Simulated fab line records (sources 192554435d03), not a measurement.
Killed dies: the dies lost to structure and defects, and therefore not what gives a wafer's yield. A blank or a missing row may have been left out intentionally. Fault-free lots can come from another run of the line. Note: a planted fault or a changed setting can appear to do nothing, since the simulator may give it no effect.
2 desks, one fault / flow n5Finfet / only its own numbers are on each desk; what lay behind them is given at the end

== METROLOGY DESK ==
What the gauges read, lot by lot, whatever tool the lot ran on: means of the sampled wafers that have a number. Marked OUT: a lot whose mean sits more than 4 standard deviations from the usual mean, which makes it out of limits; the brackets give that distance. It has 10 readings; the 7 that lie furthest out on some lot are the ones shown.
Columns: A = DIBL_N at N5_BEOL_M4_RC_MEAS_101, usual 36.5 mV/V; B = DIBL_P at N5_BEOL_M4_RC_MEAS_101, usual 36.5 mV/V; C = IOFF_N at N5_BEOL_M4_RC_MEAS_101, usual 0.163 nA/um; D = IOFF_P at N5_BEOL_M4_RC_MEAS_101, usual 0.219 nA/um; E = ION_P at N5_BEOL_M4_RC_MEAS_101, usual 464 uA/um; F = SS_P at N5_BEOL_M4_RC_MEAS_101, usual 73.4 mV/dec; G = VT_N at N5_BEOL_M4_RC_MEAS_101, usual 249.7 mV
lot=L425; first seen here=day 9 21:01; A=35.6; B=35.7; C=0.156; D=0.186; E=461; F=72.9; G=250.0
lot=L427; first seen here=day 11 00:14; A=37.5; B=36.7; C=0.166; D=0.229; E=463; F=73.7; G=250.2
lot=L437; first seen here=day 12 21:55; A=37.4; B=36.7; C=0.176; D=0.219; E=460; F=73.1; G=247.5
lot=L441; first seen here=day 14 05:02; A=35.5; B=34.5; C=0.139; D=0.207; E=468; F=73.3; G=250.8
This desk's verdict: no lot among the 4 shows anything out of limits.

== AT THE TOOL OWNER'S DESK: lithoTrack-01 ==
The tool's own readings at N5_MOL_CONTACT_COAG_COAT_63 (time 60 s, resist thk 10 nm): means of the sampled wafers that have a number, for each lot that ran on this tool. Marked OUT: a lot whose mean sits more than 4 standard deviations from the usual mean, which makes it out of limits; the brackets give that distance.
Columns: A = plateTempC at N5_MOL_CONTACT_COAG_COAT_63, usual 220.01 C; B = spinSpeedRpm at N5_MOL_CONTACT_COAG_COAT_63, usual 1500.0 rpm
lot=L425; first seen here=day 7 04:04; A=219.85; B=1546.5 (+46) OUT
lot=L427; first seen here=day 7 13:30; A=220.13; B=1547.5 (+47) OUT
lot=L441; first seen here=day 10 23:44; A=220.00; B=1499.6
This desk finds L425, L427 out of limits, L425 being first, at day 7 04:04 (spinSpeedRpm at N5_MOL_CONTACT_COAG_COAT_63). L441 stayed within limits.

== PUT TOGETHER ==
The tool owner's desk could have raised an alarm at day 7 04:04, on L425, L427.
Metrology desk: nothing out of limits seen.
The metrology desk holds a record of L425, L427, inside its limits.
N5_MOL_CONTACT_COAG_COAT_63 was run on lithoTrack-01 by each of the lots named.

== WHAT HAD BEEN PUT IN BY THE SIMULATOR ==
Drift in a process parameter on lithoTrack-01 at N5_MOL_CONTACT_COAG_COAT_63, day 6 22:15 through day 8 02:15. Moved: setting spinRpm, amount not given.
Shown lots that were struck: L425, L427.
Hours from the fault's start to each desk's first reading out of limits: the tool owner's desk, 6.
